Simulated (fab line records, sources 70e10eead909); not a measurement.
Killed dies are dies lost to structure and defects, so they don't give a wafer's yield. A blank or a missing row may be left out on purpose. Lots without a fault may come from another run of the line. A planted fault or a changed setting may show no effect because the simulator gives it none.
fab line records | flow nand_harc
record lots=24 wafers=72 last_day=33
route steps=1302 shown A_STAIRCASE@752
lots that met no fault: from a run of the same line without faults
start_h: hours from the record's first day to the start of the lot's first wafer shown | wait_h: hours since the lot's step before | " the same as in the row above | L1.1+2: a row that stands for several wafers | - no value, or no start given | * or withheld: withheld | < > ~ a bound
route shown NAME@n: a module of which the file shows steps, and the number in the route of the first | usual: mean/standard deviation of fault-free wafers | same: alike in all rows | chamber/n: place in a boat | sites: the reading at each site | _std_site: their standard deviation | _edge_site: outer sites' mean less inner sites' | radius_mm: how far each site lies from the wafer's centre | mask NAME#n: copy n | behind: the tool/chamber that last shaped the wafer | hold: why the lot was held/for how many hours/how that ended | device: the transistor (n, p or np) that didn't switch | end of line: the same wafers' tests at the end of the route | a step without rows: its recipe alone | killed: dies lost to structure and defects at the first sort, not the wafer's yield | map: a wafer's dies, x killed, . not, _ none there
set.NAME: the setting as run; set.NAME@STEP: as run at that earlier step | model.NAME: the simulator's own value behind a step, which no gauge read
steps of the route over a sample of lots; a table a step, a row a wafer
services: from which hour (start_h, from the record's first day; less than 0 if before it) a tool's chamber was out of use, for how many hours, and why
## steps
# step NHARC_A_STAIRCASE_STRIP_238
# recipe power_w=1500 temp_c=250 chemistry=O2
# usual drypump_motor_current_A=5.8/0.75 heater_power_w=364/25
# columns lot.wafer tool chamber start_h wait_h drypump_motor_current_A heater_power_w rf_hours_counter_h
L075.2 plasma_asher-01 1 357.59 0.1 6.3 386 1
L075.1 " 0 " " 5.4 387 1
L075.3 " 0 " " 5.4 398 -
L074.1 plasma_asher-01 1 363.85 0.1 6.3 378 3
L074.3 " 0 " " 5.4 400 -
L074.4 " 1 " " 6.3 382 -
L076.2 plasma_asher-02 0 390.66 0.1 4.7 345 26
L076.5 " 1 " " 6.6 320 -
L076.6 " 0 " " 4.7 356 -
L077.2 plasma_asher-01 0 397.80 0.1 5.4 395 8
L077.3 " 0 " " 5.4 399 -
L077.5 " 1 " " 6.3 383 -
L078.3 plasma_asher-02 1 405.50 0.2 6.6 327 -
L078.4 " 0 " " 4.7 346 -
L078.6 " 1 " " 6.6 328 -
L079.2 plasma_asher-01 1 405.58 0.2 6.3 380 10
L079.3 " 1 " " 6.3 380 -
L079.5 " 0 " " 5.4 383 -
L081.1 plasma_asher-01 1 429.47 0.1 6.3 382 13
L081.2 " 0 " " 5.4 385 13
L081.5 " 1 " " 6.3 377 -
L080.1 plasma_asher-01 0 432.80 0.1 5.4 387 14
L080.3 " 0 " " 5.4 395 -
L080.6 " 1 " " 6.3 377 -
L082.2 plasma_asher-01 1 437.88 0.3 6.3 384 18
L082.1 " 0 " " 5.4 379 18
L082.6 " 1 " " 6.3 389 -
L083.1 plasma_asher-01 0 438.31 0.1 5.4 388 18
L083.3 " 1 " " 6.3 375 -
L083.5 " 0 " " 5.4 394 -
L084.4 plasma_asher-02 0 472.57 0.2 4.7 371 -
L084.5 " 1 " " 6.6 327 -
L084.6 " 0 " " 4.7 352 -
L085.1 plasma_asher-02 0 483.54 0.1 4.7 361 7
L085.4 " 1 " " 6.6 321 -
L085.6 " 1 " " 6.6 332 -
L086.1 plasma_asher-02 0 488.62 0.1 4.7 354 8
L086.3 " 1 " " 6.6 320 -
L086.6 " 1 " " 6.6 326 -
L087.2 plasma_asher-02 1 495.55 0.1 6.6 328 10
L087.4 " 0 " " 4.7 364 -
L087.5 " 1 " " 6.6 326 -
L089.1 plasma_asher-01 0 502.72 0.2 5.4 388 32
L089.3 " 0 " " 5.4 388 -
L089.5 " 0 " " 5.4 394 -
L088.4 plasma_asher-01 1 509.63 0.2 6.3 384 -
L088.3 " 0 " " 5.3 400 -
L088.5 " 0 " " 5.4 388 -
L090.1 plasma_asher-02 1 519.67 0.1 6.6 317 15
L090.4 " 1 " " 6.6 319 -
L090.5 " 1 " " 6.6 320 -
L092.1 plasma_asher-02 1 531.57 0.1 6.6 335 18
L092.4 " 0 " " 4.7 352 -
L092.5 " 0 " " 4.7 364 -
L091.2 plasma_asher-02 1 533.65 0.1 6.6 328 18
L091.4 " 1 " " 6.6 328 -
L091.5 " 1 " " 6.6 328 -
L093.1 plasma_asher-01 0 564.15 0.1 5.4 376 6
L093.4 " 1 " " 6.3 388 -
L093.5 " 0 " " 5.4 371 -
L095.2 plasma_asher-02 0 568.91 0.1 4.7 360 25
L095.3 " 1 " " 6.6 328 -
L095.6 " 1 " " 6.6 332 -
L094.2 plasma_asher-01 1 573.06 0.1 6.4 375 8
L094.1 " 0 " " 5.4 378 8
L094.4 " 0 " " 5.4 377 -
L097.4 plasma_asher-02 0 581.19 0.2 4.7 351 -
L097.3 " 1 " " 6.6 325 -
L097.6 " 0 " " 4.7 349 -
L096.1 plasma_asher-01 1 582.15 0.1 6.3 382 10
L096.6 " 1 " " 6.3 380 -
L096.5 " 0 " " 5.4 375 -
# step NHARC_A_STAIRCASE_HM_DEP_456
# recipe target_thk_a=31000 temp_c=400 material=aC
# usual throttle_valve_pct=35.000/0.009
# columns lot.wafer tool chamber start_h wait_h throttle_valve_pct
L075.1 acl_dep-02 0 360.31 - 35.005
L075.2 " 0 " " 34.999
L075.3 " 0 " " 34.997
L074.1 acl_dep-02 0 366.84 - 34.985
L074.3 " 0 " " 35.014
L074.4 " 0 " " 35.006
L076.2 acl_dep-01 0 393.30 - 34.999
L076.5 " 0 " " 34.992
L076.6 " 0 " " 34.993
L077.2 acl_dep-02 0 400.63 - 35.010
L077.3 " 0 " " 34.988
L077.5 " 0 " " 35.002
L079.2 acl_dep-01 0 408.99 - 34.984
L079.3 " 0 " " 34.998
L079.5 " 0 " " 35.017
L078.3 acl_dep-03 0 409.15 - 35.002
L078.4 " 0 " " 34.992
L078.6 " 0 " " 35.011
L081.1 acl_dep-01 0 439.15 - 34.993
L081.2 " 0 " " 35.010
L081.5 " 0 " " 35.000
L080.1 acl_dep-02 0 439.58 - 34.991
L080.3 " 0 " " 35.002
L080.6 " 0 " " 35.004
L082.1 acl_dep-01 0 445.18 - 35.003
L082.2 " 0 " " 34.987
L082.6 " 0 446.70 - 34.994
L083.1 acl_dep-03 0 446.22 - 34.991
L083.3 " 0 " " 34.991
L083.5 " 0 " " 35.000
L084.4 acl_dep-03 0 477.66 - 35.007
L084.5 " 0 " " 35.007
L084.6 " 0 " " 35.016
L085.1 acl_dep-02 0 493.13 - 34.986
L085.4 " 0 " " 35.001
L085.6 " 0 " " 34.998
L086.1 acl_dep-03 0 495.83 - 34.985
L086.3 " 0 " " 35.004
L086.6 " 0 " " 35.009
L087.2 acl_dep-02 0 499.12 - 35.002
L087.4 " 0 " " 35.004
L087.5 " 0 " " 34.996
L089.1 acl_dep-03 0 508.92 - 35.008
L089.3 " 0 " " 34.995
L089.5 " 0 " " 34.972
L088.3 acl_dep-02 0 512.54 - 34.995
L088.4 " 0 " " 34.984
L088.5 " 0 " " 34.987
L090.1 acl_dep-03 0 528.42 - 34.992
L090.4 " 0 " " 35.008
L090.5 " 0 " " 35.000
L092.1 acl_dep-02 0 535.34 - 35.022
L092.4 " 0 " " 35.004
L092.5 " 0 " " 35.007
L091.2 acl_dep-02 0 537.50 - 35.005
L091.4 " 0 " " 35.002
L091.5 " 0 " " 35.014
L093.1 acl_dep-01 0 567.10 - 35.015
L093.4 " 0 " " 34.992
L093.5 " 0 " " 34.999
L095.2 acl_dep-03 0 576.19 - 35.001
L095.3 " 0 " " 34.995
L095.6 " 0 " " 35.006
L094.1 acl_dep-01 0 579.88 - 34.994
L094.2 " 0 " " 34.993
L094.4 " 0 " " 34.997
L097.3 acl_dep-02 0 585.25 - 35.000
L097.4 " 0 " " 35.008
L097.6 " 0 " " 35.003
L096.1 acl_dep-02 0 586.49 - 35.009
L096.5 " 0 587.72 - 34.995
L096.6 " 0 " " 35.009
# step NHARC_A_STAIRCASE_STRIP_274
# recipe o2_flow_sccm=500 ar_flow_sccm=0 bias_w=0 chemistry=O2
# usual drypump_motor_current_A=5.9/0.42 o2_flow_sccm=500.1/1.5 oes_product_au=0.999/0.0096 rf_vpp_V=57.9/0.96 showerhead_plenum_p_Torr=3.60/0.19 throttle_valve_pct=17.037/0.0094
# columns lot.wafer tool chamber start_h wait_h drypump_motor_current_A o2_flow_sccm oes_product_au rf_hours_counter_h rf_vpp_V showerhead_plenum_p_Torr throttle_valve_pct
L075.1 rie_diel-03 3 - - 6.6 500.5 0.980 28 58.8 3.79 17.056
L075.3 " 0 " " 5.6 501.3 1.003 23 56.7 3.31 17.028
L075.2 " 1 " " 6.1 500.5 1.006 29 57.5 3.29 17.042
L074.4 rie_diel-03 2 - - 6.1 503.2 1.018 8 58.1 3.77 17.029
L074.3 " 3 " " 6.7 498.9 0.995 30 58.5 3.79 17.030
L074.1 " 1 " " 6.1 498.9 1.001 32 55.6 3.29 17.032
L076.2 rie_diel-05 3 - - 5.3 501.6 0.997 54 56.1 3.58 17.042
L076.5 " 2 " " 6.2 501.0 0.998 - 58.0 3.78 17.051
L076.6 " 3 " " 5.4 500.5 1.012 - 57.2 3.58 17.034
L077.3 rie_diel-07 2 - - 5.7 501.1 0.994 39 55.6 3.31 17.033
L077.2 " 3 " " 6.1 500.0 0.982 29 58.8 3.63 17.012
L077.5 " 2 " " 5.7 498.4 0.992 - 57.7 3.31 17.037
L078.4 rie_diel-07 1 - - 5.8 502.2 1.011 42 58.7 3.78 17.052
L078.3 " 3 " " 6.2 501.3 0.999 33 58.1 3.63 17.026
L078.6 " 0 " " 5.9 499.5 0.998 - 60.1 3.66 17.049
L079.3 rie_diel-07 2 - - 5.7 501.8 1.001 44 56.8 3.30 17.034
L079.2 " 0 " " 5.9 499.5 0.992 41 56.7 3.66 17.033
L079.5 " 1 " " 5.8 498.5 1.005 - 59.1 3.78 17.038
L081.1 rie_diel-07 2 - - 5.8 499.1 1.000 55 57.6 3.30 17.047
L081.2 " 0 " " 5.9 499.5 0.991 52 59.2 3.65 17.041
L081.5 " 3 " " 6.1 498.0 0.993 - 58.2 3.63 17.028
L080.3 rie_diel-05 3 - - 5.3 501.2 1.006 9 58.8 3.57 17.044
L080.1 " 0 " " 4.7 501.4 0.993 11 57.0 3.60 17.026
L080.6 " 1 " " 5.5 500.6 0.995 - 57.8 3.36 17.038
L082.1 rie_diel-03 2 - - 6.0 498.6 1.005 34 56.2 3.76 17.035
L082.2 " 3 " " 6.7 500.8 1.004 47 58.1 3.78 17.048
L082.6 " 1 " " 6.1 499.1 0.997 - 56.4 3.28 17.038
L083.3 rie_diel-05 1 - - 5.5 501.8 0.997 14 57.3 3.36 17.037
L083.1 " 2 " " 6.2 500.1 0.981 12 57.9 3.77 17.035
L083.5 " 0 " " 4.7 498.2 0.981 - 57.5 3.60 17.030
L084.4 rie_diel-03 3 - - 6.7 495.2 1.001 9 56.8 3.77 17.050
L084.5 " 2 " " 6.0 498.6 1.002 - 57.5 3.75 17.055
L084.6 " 3 " " 6.7 502.5 1.002 - 58.8 3.77 17.035
L085.1 rie_diel-07 1 - - 5.8 501.2 1.001 5 58.7 3.77 17.047
L085.4 " 2 " " 5.7 500.3 0.979 - 59.0 3.29 17.035
L085.6 " 3 " " 6.2 500.5 1.003 - 57.8 3.62 17.042
L086.1 rie_diel-05 1 - - 5.5 501.1 0.995 21 57.0 3.36 17.055
L086.3 " 0 " " 4.7 502.3 0.998 27 57.7 3.59 17.036
L086.6 " 2 " " 6.2 496.4 0.988 - 58.4 3.76 17.039
L087.2 rie_diel-03 2 - - 6.0 498.2 1.007 16 58.1 3.75 17.043
L087.4 " 1 " " 6.1 501.3 1.006 14 59.2 3.80 17.046
L087.5 " 3 " " 6.6 502.9 1.008 - 57.2 3.77 17.027
L089.3 rie_diel-05 2 - - 6.2 499.0 0.981 35 59.2 3.75 17.050
L089.1 " 3 " " 5.3 500.5 0.982 32 57.7 3.56 17.038
L089.5 " 2 " " 6.2 500.8 0.984 - 59.1 3.75 17.040
L088.4 rie_diel-07 3 - - 6.2 498.6 1.005 14 57.9 3.62 17.040
L088.3 " 1 " " 5.7 500.7 0.999 17 59.6 3.76 17.027
L088.5 " 0 " " 6.0 500.1 1.004 - 58.3 3.64 17.018
L090.1 rie_diel-07 2 - - 5.7 499.6 1.008 18 57.2 3.29 17.042
L090.4 " 0 " " 5.9 500.1 0.995 16 59.0 3.64 17.033
L090.5 " 2 " " 5.7 501.0 0.994 - 56.9 3.29 17.038
L092.4 rie_diel-03 0 - - 5.7 500.1 1.003 22 55.9 3.29 17.030
L092.1 " 3 " " 6.6 499.6 1.003 24 58.8 3.76 17.023
L092.5 " 0 " " 5.7 500.0 1.009 - 58.7 3.29 17.046
L091.4 rie_diel-07 2 - - 5.7 499.9 0.999 20 56.2 3.28 17.039
L091.2 " 3 " " 6.2 498.6 1.003 21 57.5 3.61 17.048
L091.5 " 1 " " 5.8 499.3 0.986 - 59.6 3.76 17.034
L093.4 rie_diel-07 0 - - 6.0 499.8 0.996 33 57.7 3.63 17.032
L093.1 " 1 " " 5.8 501.3 1.003 35 57.5 3.75 17.022
L093.5 " 0 " " 6.0 500.2 0.999 - 57.7 3.63 17.035
L095.3 rie_diel-07 0 - - 6.0 500.2 0.993 36 57.7 3.63 17.034
L095.2 " 1 " " 5.8 501.0 0.995 38 58.3 3.75 17.043
L095.6 " 3 " " 6.1 499.7 0.992 - 57.3 3.60 17.045
L094.2 rie_diel-03 3 - - 6.6 500.6 1.007 40 56.2 3.75 17.033
L094.1 " 2 " " 6.0 500.9 1.009 37 60.3 3.73 17.039
L094.4 " 3 " " 6.6 500.6 1.006 - 58.0 3.75 17.036
L097.3 rie_diel-03 1 - - 6.1 496.9 0.999 38 60.2 3.79 17.040
L097.4 " 1 " " 6.1 498.5 0.989 - 58.4 3.79 17.058
L097.6 " 3 " " 6.6 496.6 1.004 - 58.6 3.75 17.029
L096.1 rie_diel-03 2 - - 6.1 498.2 1.019 49 57.1 3.73 17.014
L096.5 " 3 " " 6.6 499.6 0.987 - 57.9 3.75 17.035
L096.6 " 1 " " 6.1 500.4 0.995 - 58.0 3.78 17.031
# step NHARC_A_STAIRCASE_HM_DEP_459
# recipe target_thk_a=15000 temp_c=400 material=aC
# usual throttle_valve_pct=35.002/0.0092
# columns lot.wafer tool chamber start_h wait_h throttle_valve_pct
L075.1 acl_dep-03 0 367.10 0.1 35.005
L075.2 " 0 " " 34.994
L075.3 " 0 " " 34.993
L074.1 acl_dep-03 0 375.65 2.4 34.998
L074.3 " 0 " " 35.006
L074.4 " 0 " " 35.018
L076.2 acl_dep-03 0 399.32 0.4 34.994
L076.5 " 0 " " 34.993
L076.6 " 0 " " 35.013
L077.2 acl_dep-02 0 407.32 1.2 34.994
L077.3 " 0 " " 35.014
L077.5 " 0 " " 35.007
L078.3 acl_dep-01 0 416.70 1.6 35.019
L078.4 " 0 " " 35.004
L078.6 " 0 " " 35.011
L079.2 acl_dep-03 0 417.08 1.4 35.008
L079.3 " 0 " " 35.014
L079.5 " 0 " " 35.003
L081.1 acl_dep-02 0 447.73 2.8 35.017
L081.2 " 0 " " 35.000
L081.5 " 0 " " 35.014
L080.1 acl_dep-03 0 448.04 2.7 34.996
L080.3 " 0 " " 34.993
L080.6 " 0 " " 34.991
L082.1 acl_dep-03 0 450.92 0.1 34.995
L082.2 " 0 " " 35.005
L082.6 " 0 452.47 1.6 35.008
L083.1 acl_dep-02 0 452.08 0.1 35.015
L083.3 " 0 " " 34.998
L083.5 " 0 " " 34.995
L084.4 acl_dep-01 0 487.65 4.8 35.016
L084.5 " 0 " " 34.976
L084.6 " 0 " " 35.007
L085.1 acl_dep-01 0 500.43 1.4 35.004
L085.4 " 0 " " 35.006
L085.6 " 0 " " 34.997
L086.1 acl_dep-02 0 501.61 0.1 34.995
L086.3 " 0 " " 35.001
L086.6 " 0 " " 35.004
L087.2 acl_dep-01 0 508.20 1.3 35.003
L087.4 " 0 " " 35.020
L087.5 " 0 " " 35.002
L089.1 acl_dep-01 0 515.11 0.3 34.995
L089.3 " 0 " " 34.988
L089.5 " 0 " " 35.003
L088.3 acl_dep-02 0 520.20 2.6 35.013
L088.4 " 0 " " 35.003
L088.5 " 0 " " 35.002
L090.1 acl_dep-01 0 535.37 0.6 35.020
L090.4 " 0 " " 34.993
L090.5 " 0 " " 34.984
L092.1 acl_dep-02 0 541.08 0.1 35.015
L092.4 " 0 " " 35.017
L092.5 " 0 " " 35.010
L091.2 acl_dep-03 0 543.66 0.4 34.992
L091.4 " 0 " " 35.010
L091.5 " 0 " " 35.008
L093.1 acl_dep-02 0 577.62 4.3 35.005
L093.4 " 0 " " 34.997
L093.5 " 0 " " 34.996
L095.2 acl_dep-03 0 583.61 1.8 35.002
L095.3 " 0 " " 34.994
L095.6 " 0 " " 35.005
L094.1 acl_dep-01 0 587.13 1.0 35.000
L094.2 " 0 " " 34.999
L094.4 " 0 " " 35.004
L097.3 acl_dep-03 0 591.95 0.7 35.000
L097.4 " 0 " " 35.026
L097.6 " 0 " " 34.998
L096.1 acl_dep-03 0 602.12 0.2 34.996
L096.5 " 0 603.36 1.5 35.015
L096.6 " 0 " " 34.995
# step NHARC_A_STAIRCASE_ETCHBACK_416
# recipe target_depth_a=360 time_s=7.2 c4f8_flow_sccm=withheld o2_flow_sccm=8 ar_flow_sccm=withheld rf_w=600 bias_w=800 chemistry=C4F8/O2/Ar
# usual oes_product_au=0.930/0.022 rf_vpp_V=725/5.2
# columns lot.wafer tool chamber start_h wait_h oes_product_au rf_hours_counter_h rf_vpp_V
L075.2 rie_diel-03 3 - - 0.914 32 732
L075.3 " 0 " " 0.920 28 718
L075.1 " 1 " " 0.917 33 717
L074.4 rie_diel-05 2 - - 0.913 49 730
L074.1 " 3 " " 0.934 51 726
L074.3 " 0 " " 0.922 52 726
L076.2 rie_diel-03 0 - - 0.929 36 717
L076.6 " 2 " " 0.926 - 730
L076.5 " 3 " " 0.919 - 730
L077.3 rie_diel-05 1 - - 0.915 2 718
L077.2 " 0 " " 0.916 2 726
L077.5 " 2 " " 0.907 - 731
L078.3 rie_diel-03 1 - - 0.917 51 715
L078.4 " 2 " " 0.933 - 731
L078.6 " 3 " " 0.923 - 731
L079.2 rie_diel-05 1 - - 0.991 8 719
L079.3 " 0 " " 0.995 8 726
L079.5 " 2 " " 0.986 - 731
L081.2 rie_diel-07 1 - - 0.928 58 732
L081.1 " 2 " " 0.918 60 717
L081.5 " 3 " " 0.918 - 725
L082.1 rie_diel-07 3 - - 0.924 42 726
L082.2 " 0 " " 0.920 56 726
L082.6 " 2 " " 0.925 - 717
L080.3 rie_diel-05 2 - - 0.918 18 729
L080.1 " 3 " " 0.925 17 723
L080.6 " 2 " " 0.914 - 730
L083.1 rie_diel-07 3 - - 0.919 42 725
L083.3 " 1 " " 0.929 59 730
L083.5 " 0 " " 0.918 - 728
L084.4 rie_diel-03 2 - - 0.940 16 729
L084.6 " 0 " " 0.934 - 715
L084.5 " 1 " " 0.923 - 731
L086.3 rie_diel-05 0 - - 0.934 34 726
L086.1 " 1 " " 0.925 32 718
L086.6 " 2 " " 0.921 - 729
L085.4 rie_diel-05 0 - - 0.930 35 726
L085.1 " 2 " " 0.912 36 730
L085.6 " 0 " " 0.932 - 726
L087.4 rie_diel-03 3 - - 0.926 21 731
L087.2 " 0 " " 0.932 18 715
L087.5 " 2 " " 0.937 - 730
L089.3 rie_diel-07 3 - - 0.932 17 727
L089.1 " 1 " " 0.928 19 729
L089.5 " 3 " " 0.921 - 725
L088.4 rie_diel-07 3 - - 0.923 19 726
L088.3 " 0 " " 0.925 16 726
L088.5 " 1 " " 0.923 - 728
L090.4 rie_diel-03 1 - - 0.926 23 732
L090.1 " 2 " " 0.936 24 730
L090.5 " 1 " " 0.930 - 731
L092.1 rie_diel-05 3 - - 0.928 42 725
L092.4 " 1 " " 0.918 42 719
L092.5 " 2 " " 0.920 - 729
L091.2 rie_diel-05 3 - - 0.933 43 723
L091.4 " 3 " " 0.924 - 723
L091.5 " 2 " " 0.915 - 728
L093.4 rie_diel-07 0 - - 0.927 39 726
L093.1 " 2 " " 0.922 41 715
L093.5 " 1 " " 0.936 - 730
L095.3 rie_diel-05 0 - - 0.998 0 727
L095.2 " 1 " " 0.990 1 717
L095.6 " 2 " " 0.997 - 729
L097.3 rie_diel-03 1 - - 0.930 49 732
L097.4 " 1 " " 0.926 - 730
L097.6 " 2 " " 0.931 - 730
L094.4 rie_diel-07 3 - - 0.936 46 724
L094.1 " 0 " " 0.919 42 727
L094.2 " 2 " " 0.932 45 716
L096.1 rie_diel-07 3 - - 0.913 46 726
L096.6 " 0 " " 0.930 - 726
L096.5 " 1 " " 0.916 - 729
# step NHARC_A_STAIRCASE_STRIP_446
# recipe power_w=1500 temp_c=250 chemistry=O2
# usual drypump_motor_current_A=5.7/0.84 heater_power_w=354/24
# columns lot.wafer tool chamber start_h wait_h drypump_motor_current_A heater_power_w rf_hours_counter_h
L075.2 plasma_asher-02 1 430.20 0.0 6.6 322 36
L075.1 " 0 " " 4.7 340 36
L075.3 " 0 " " 4.7 358 -
L074.1 plasma_asher-02 1 444.02 0.0 6.6 326 0
L074.3 " 1 " " 6.6 321 -
L074.4 " 0 " " 4.7 355 -
L076.2 plasma_asher-02 0 455.84 0.1 4.7 346 1
L076.6 " 1 " " 6.6 315 -
L076.5 " 0 " " 4.7 359 -
L077.2 plasma_asher-02 0 463.42 0.1 4.7 353 3
L077.3 " 0 " " 4.7 358 -
L077.5 " 0 " " 4.7 362 -
L079.2 plasma_asher-01 0 472.29 0.1 5.4 382 25
L079.3 " 0 " " 5.4 397 -
L079.5 " 0 " " 5.4 388 -
L078.4 plasma_asher-01 0 472.62 0.2 5.4 387 -
L078.3 " 1 " " 6.3 390 -
L078.6 " 0 " " 5.4 387 -
L081.1 plasma_asher-02 1 507.69 0.0 6.6 317 13
L081.2 " 0 " " 4.7 364 13
L081.5 " 1 " " 6.6 333 -
L082.2 plasma_asher-01 0 507.78 0.0 5.4 390 33
L082.1 " 1 " " 6.3 380 33
L082.6 " 1 " " 6.3 378 -
L080.1 plasma_asher-02 0 508.81 0.0 4.7 359 13
L080.3 " 1 " " 6.6 324 -
L080.6 " 0 " " 4.7 355 -
L083.1 plasma_asher-01 1 512.17 0.0 6.4 375 34
L083.3 " 0 " " 5.4 385 -
L083.5 " 0 " " 5.3 389 -
L084.4 plasma_asher-02 1 549.75 0.1 6.6 331 -
L084.6 " 1 " " 6.6 326 -
L084.5 " 0 " " 4.7 356 -
L086.1 plasma_asher-02 0 560.48 0.1 4.7 354 23
L086.3 " 0 " " 4.7 361 -
L086.6 " 1 " " 6.6 331 -
L087.2 plasma_asher-01 0 560.70 0.2 5.4 367 5
L087.4 " 1 " " 6.3 374 -
L087.5 " 0 " " 5.3 379 -
L085.1 plasma_asher-02 0 560.71 0.0 4.7 361 23
L085.4 " 0 " " 4.7 358 -
L085.6 " 0 " " 4.7 364 -
L089.1 plasma_asher-02 0 571.00 0.2 4.7 363 26
L089.3 " 1 " " 6.6 325 -
L089.5 " 0 " " 4.7 351 -
L088.4 plasma_asher-02 1 582.33 0.1 6.6 338 -
L088.3 " 0 " " 4.7 359 -
L088.5 " 1 " " 6.6 320 -
L090.1 plasma_asher-02 0 593.34 0.0 4.7 361 31
L090.4 " 1 " " 6.6 322 -
L090.5 " 1 " " 6.6 317 -
L092.1 plasma_asher-02 1 596.04 0.1 6.6 323 33
L092.4 " 0 " " 4.7 359 -
L092.5 " 1 " " 6.6 324 -
L091.2 plasma_asher-01 0 599.79 0.1 5.4 380 13
L091.4 " 0 " " 5.4 375 -
L091.5 " 1 " " 6.4 381 -
L093.1 plasma_asher-02 1 635.18 0.0 6.6 322 4
L093.4 " 1 " " 6.6 326 -
L093.5 " 0 " " 4.7 344 -
L095.2 plasma_asher-01 0 641.24 0.0 5.4 380 21
L095.3 " 0 " " 5.4 374 -
L095.6 " 1 " " 6.3 378 -
L097.4 plasma_asher-02 1 646.98 0.1 6.6 333 -
L097.3 " 0 " " 4.7 335 -
L097.6 " 1 " " 6.6 322 -
L094.2 plasma_asher-01 1 647.18 0.0 6.3 367 22
L094.1 " 0 " " 5.4 377 22
L094.4 " 1 " " 6.4 383 -
L096.1 plasma_asher-02 1 659.94 0.0 6.6 326 9
L096.5 " 1 " " 6.6 325 -
L096.6 " 0 " " 4.7 344 -
## services
# columns tool chamber start_h hours kind
plasma_asher-01 - 342.22 9.0 pm
rie_diel-07 1 348.32 7.1 repair
rie_diel-07 3 350.71 6.8 repair
plasma_asher-01 - 382.90 3.7 repair
rie_diel-07 0 395.55 6.7 repair
rie_diel-03 3 414.78 10.4 repair
rie_diel-07 3 415.93 18.2 repair
acl_dep-02 - 424.87 13.0 pm
plasma_asher-02 - 431.47 9.0 pm
rie_diel-03 - 458.30 9.0 pm
rie_diel-07 - 471.20 9.0 pm
rie_diel-03 1 477.21 2.8 repair
acl_dep-03 - 482.83 13.0 pm
rie_diel-03 0 492.39 3.5 repair
rie_diel-07 0 497.96 6.9 repair
plasma_asher-01 - 519.43 9.0 pm
rie_diel-07 2 560.00 1.7 repair
plasma_asher-01 - 592.50 3.8 repair
acl_dep-02 - 607.83 13.0 pm
plasma_asher-02 - 608.57 9.0 pm
rie_diel-07 2 611.94 6.7 repair
rie_diel-07 1 616.51 2.3 repair
plasma_asher-02 - 632.16 0.7 repair
rie_diel-07 - 648.32 9.0 pm
## key
fault none
